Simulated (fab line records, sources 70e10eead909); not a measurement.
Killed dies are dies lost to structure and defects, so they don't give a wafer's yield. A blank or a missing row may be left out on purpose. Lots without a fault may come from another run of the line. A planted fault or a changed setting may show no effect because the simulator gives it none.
Which tool did it? | flow nand_harc | 6 lots, 18 wafers sampled, at 5 steps of a route of 1302

WHAT THE GAUGES READ, wafer by wafer
NHARC_END_SORT_01.
lot | measured | on | defect_limited_yield (%)

WHICH TOOL RAN EACH LOT (tool, then ch and the chambers of the sampled wafers, then the start)
lot  | NHARC_A_M0_ANNEAL_30             | NHARC_A_M0_CMP_23             | NHARC_A_M1_PVD_20                       | NHARC_THIN_TSV_PVD_51
L895 | rtp_anneal-01 ch 0, day 22 21:34 | cmp-01 ch 0,1, day 22 21:52   | pvd_sputter-01, day 23 22:32 or earlier | pvd_sputter-02, day 23 22:32
L897 | rtp_anneal-01 ch 0, day 24 12:13 | cmp-03 ch 0,1,2, day 24 12:32 | pvd_sputter-01, day 25 14:30 or earlier | pvd_sputter-03, day 25 14:30
L898 | rtp_anneal-01 ch 0, day 24 19:13 | cmp-04 ch 0,2,3, day 24 19:29 | pvd_sputter-01, day 25 19:52 or earlier | pvd_sputter-03, day 25 19:52
L901 | rtp_anneal-01 ch 0, day 26 07:15 | cmp-01 ch 1,2, day 26 07:34   | pvd_sputter-01, day 27 09:38 or earlier | pvd_sputter-01, day 27 09:38
L903 | rtp_anneal-01 ch 0, day 26 12:36 | cmp-03 ch 0,1,3, day 26 12:55 | pvd_sputter-03, day 27 14:00 or earlier | pvd_sputter-02, day 27 14:00
L908 | rtp_anneal-02 ch 0, day 28 09:44 | cmp-01 ch 0,2, day 28 10:04   | pvd_sputter-02, day 29 12:34 or earlier | pvd_sputter-02, day 29 12:34
- NHARC_A_M0_ANNEAL_30: time 90 s.
- NHARC_A_M0_CMP_23: polishes, t overpolish 20 s, target thk 113.75 nm.
- NHARC_A_M1_PVD_20: deposits TaN, target thk 5 nm, time 8.06 s.
- NHARC_THIN_TSV_PVD_51: deposits Cu, target thk 100 nm.

THE ANSWER, worked out from the rows above alone
Rule: what is usual is taken from the lots themselves. Put in order of their means at a reading, lots are off if they are a third of the lots or fewer, leave a main group of 4 or more, and stand apart from it by a gap of 3 or more times the standard deviation of the main group's means; of several such gaps the widest counts. A main group whose means are all the same, to the digits that the tables above print for the reading, isn't used. A lot without any number at a reading at which 4 lots or more have one is off too. The other lots that the step has rows for count as sound.
No lot is off at any reading shown: from this, nothing can be told.

WHAT THE SIMULATOR HAD PUT IN
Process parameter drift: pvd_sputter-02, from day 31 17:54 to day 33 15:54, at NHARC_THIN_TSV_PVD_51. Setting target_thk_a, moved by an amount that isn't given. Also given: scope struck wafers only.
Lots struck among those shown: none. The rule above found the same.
